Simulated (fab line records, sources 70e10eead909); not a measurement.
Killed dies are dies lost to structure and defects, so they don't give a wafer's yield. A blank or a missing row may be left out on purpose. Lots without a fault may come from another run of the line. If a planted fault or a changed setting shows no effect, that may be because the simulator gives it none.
Matching of chambers ; flow nand-harc ; 4 sister chambers for NHARC_A_STAIRCASE_CMP_450 on cmp-01
The step polishes SiO2, target thk 200 nm. 8 wafers are shown with their chamber, then 7 later ones without.

EACH WAFER AND ITS CHAMBER
wafer;chamber;motor-current-A (A);slurry-filter-dp-kPa (kPa)
L084.4;0;11.7;13.56
L086.2;2;12.5;13.46
L086.4;0;12.1;13.34
L089.1;3;11.7;13.31
L089.4;1;11.4;13.49
L089.5;3;11.6;13.54
L091.1;2;13.4;13.57
L091.2;1;11.4;13.19

WAFERS WITH NO CHAMBER GIVEN
wafer;motor-current-A (A);slurry-filter-dp-kPa (kPa)
L091.3;12.2;13.44
L094.1;11.1;13.48
L094.4;12.1;13.43
L094.6;11.6;13.52
L093.2;13.4;13.51
L093.3;11.6;13.57
L093.5;13.1;13.57

EACH ONE'S CHAMBER
wafer;from the rows above;in truth
L091.3;can't be placed: 0 or 3 or 2 or 1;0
L094.1;can't be placed: 1 or 3 or 0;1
L094.4;can't be placed: 0 or 3 or 1 or 2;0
L094.6;can't be placed: 3 or 0 or 1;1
L093.2;2;2
L093.3;can't be placed: 3 or 0 or 1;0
L093.5;2;2
Correct placement for 2 of the 7. Can't be placed from these rows: 5 (the true chamber is among the candidates in 5). Wrongly placed: 0.
How it was worked out, from the rows above alone: a wafer's distance from a chamber is the root of the sum, over the readings, of the square of ((its reading less the chamber's mean) divided by the reading's scatter). The wafer belongs to the nearest chamber; if the next one is less than 2 further off, it can't be placed. A chamber's mean is the mean of its shown wafers. The scatter is the square root of a quotient: the sum, over the shown wafers, of each reading's squared deviation from its chamber's mean, divided by wafers minus chambers.
